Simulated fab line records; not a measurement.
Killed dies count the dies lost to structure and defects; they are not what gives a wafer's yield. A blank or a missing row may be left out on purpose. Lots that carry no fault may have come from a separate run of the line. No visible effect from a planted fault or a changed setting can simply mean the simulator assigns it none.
Matching of chambers / flow nand_harc / rie_diel-06 running NHARC_A_CHANNEL_HOLE_D1_DESCUM_15: 4 sister chambers
The step chemistry O2, time 3 s. 4 wafers are shown with their chamber, then 6 later ones without.

WAFERS, EACH WITH ITS CHAMBER
wafer=L545.1; chamber=2; drypump_motor_current_A (A)=5.8
wafer=L552.1; chamber=3; drypump_motor_current_A (A)=6.6
wafer=L552.3; chamber=1; drypump_motor_current_A (A)=5.6
wafer=L552.6; chamber=0; drypump_motor_current_A (A)=5.9

WAFERS WHOSE CHAMBER IS MISSING
wafer=L553.1; drypump_motor_current_A (A)=5.6
wafer=L553.3; drypump_motor_current_A (A)=6.0
wafer=L553.4; drypump_motor_current_A (A)=5.9
wafer=L555.3; drypump_motor_current_A (A)=6.5
wafer=L555.4; drypump_motor_current_A (A)=6.0
wafer=L555.5; drypump_motor_current_A (A)=6.6

THE CHAMBER EACH PASSED THROUGH
wafer=L553.1; from the rows above=1; in truth=1
wafer=L553.3; from the rows above=can't be placed: 0 or 2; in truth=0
wafer=L553.4; from the rows above=can't be placed: 0 or 2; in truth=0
wafer=L555.3; from the rows above=3; in truth=3
wafer=L555.4; from the rows above=can't be placed: 0 or 2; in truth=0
wafer=L555.5; from the rows above=3; in truth=3
Correct placement for 3 of the 6. Unplaceable from these rows: 3, with the true chamber sitting among the candidates in 3. Wrongly placed: 0.
How it was worked out, from the rows above alone: a wafer's distance from a chamber is the root of the sum, over the readings, of the square of ((its reading less the chamber's mean) divided by the reading's scatter). The wafer belongs to the nearest chamber; if the next one is less than 2 further off, it can't be placed. For every chamber, the mean is computed from those of its wafers that are shown. The scatter (one wafer shown for each chamber): square how far every hidden wafer sits from the nearest shown wafer, average those squares and take the square root.
